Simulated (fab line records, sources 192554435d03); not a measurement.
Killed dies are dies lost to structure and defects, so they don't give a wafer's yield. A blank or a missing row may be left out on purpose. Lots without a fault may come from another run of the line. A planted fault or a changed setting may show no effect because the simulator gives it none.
Chamber matching | flow n5_finfet | N5_BEOL_M1_ETCH_69 on rie_diel-01: 4 sister chambers
The step etches SiARC in CF4, target depth 15.6 nm, time 26 s. 18 wafers are shown with their chamber, then 9 later ones without.

WAFERS WITH THEIR CHAMBER
wafer  | chamber | drypump_motor_current_A (A) | showerhead_plenum_p_Torr (Torr) | throttle_valve_pct (%)
L075.1 | 1       | 4.7                         | 2.20                            | 15.97
L075.3 | 3       | 6.2                         | 2.08                            | 15.37
L075.6 | 3       | 6.2                         | 2.08                            | 15.38
L077.1 | 1       | 4.7                         | 2.19                            | 16.00
L077.3 | 2       | 6.5                         | 2.11                            | 15.97
L077.6 | 1       | 4.7                         | 2.19                            | 15.97
L079.1 | 3       | 6.2                         | 2.07                            | 15.40
L079.4 | 3       | 6.2                         | 2.07                            | 15.39
L079.6 | 2       | 6.6                         | 2.11                            | 15.97
L080.1 | 0       | 5.8                         | 2.27                            | 15.29
L080.3 | 3       | 6.2                         | 2.07                            | 15.40
L080.5 | 2       | 6.6                         | 2.10                            | 15.97
L082.1 | 1       | 4.7                         | 2.19                            | 15.49
L082.5 | 1       | 4.7                         | 2.19                            | 15.48
L082.6 | 0       | 5.8                         | 2.27                            | 15.31
L085.2 | 3       | 6.2                         | 2.07                            | 15.43
L085.4 | 3       | 6.2                         | 2.07                            | 15.44
L085.6 | 0       | 5.9                         | 2.27                            | 15.31

SIGNATURES (means of the wafers above)
reading                  | chamber 0 | chamber 1 | chamber 2 | chamber 3 | scatter within a chamber
drypump_motor_current_A  | 5.833     | 4.700     | 6.567     | 6.200     | 0.0309
showerhead_plenum_p_Torr | 2.2700    | 2.1920    | 2.1067    | 2.0729    | 0.00455
throttle_valve_pct       | 15.3033   | 15.7820   | 15.9700   | 15.4014   | 0.146
Rule: a wafer's distance from a chamber is the root of the sum, over the readings, of the square of ((its reading less the chamber's mean) divided by the reading's scatter). The wafer belongs to the nearest chamber; if the next one is less than 2 further off, it can't be placed. The scatter: the root of (the sum of the squares of (reading less its chamber's mean) over the shown wafers, divided by (wafers less chambers)).

WAFERS WITHOUT THEIR CHAMBER
wafer  | drypump_motor_current_A (A) | showerhead_plenum_p_Torr (Torr) | throttle_valve_pct (%)
L091.2 | 6.2                         | 2.06                            | 15.45
L091.4 | 6.6                         | 2.10                            | 15.50
L091.6 | 6.2                         | 2.06                            | 15.44
L094.1 | 6.2                         | 2.06                            | 15.45
L094.3 | 6.6                         | 2.10                            | 15.50
L094.4 | 4.7                         | 2.19                            | 15.51
L097.2 | 5.9                         | 2.26                            | 15.38
L097.3 | 6.2                         | 2.06                            | 15.48
L097.4 | 6.6                         | 2.10                            | 15.52

WHICH CHAMBER EACH WENT THROUGH
wafer  | from the rows above | in truth
L091.2 | 3                   | 3
L091.4 | 2                   | 2
L091.6 | 3                   | 3
L094.1 | 3                   | 3
L094.3 | 2                   | 2
L094.4 | 1                   | 1
L097.2 | 0                   | 0
L097.3 | 3                   | 3
L097.4 | 2                   | 2
Placed correctly: 9 of 9. Can't be placed from these rows: 0. Placed wrongly: 0.
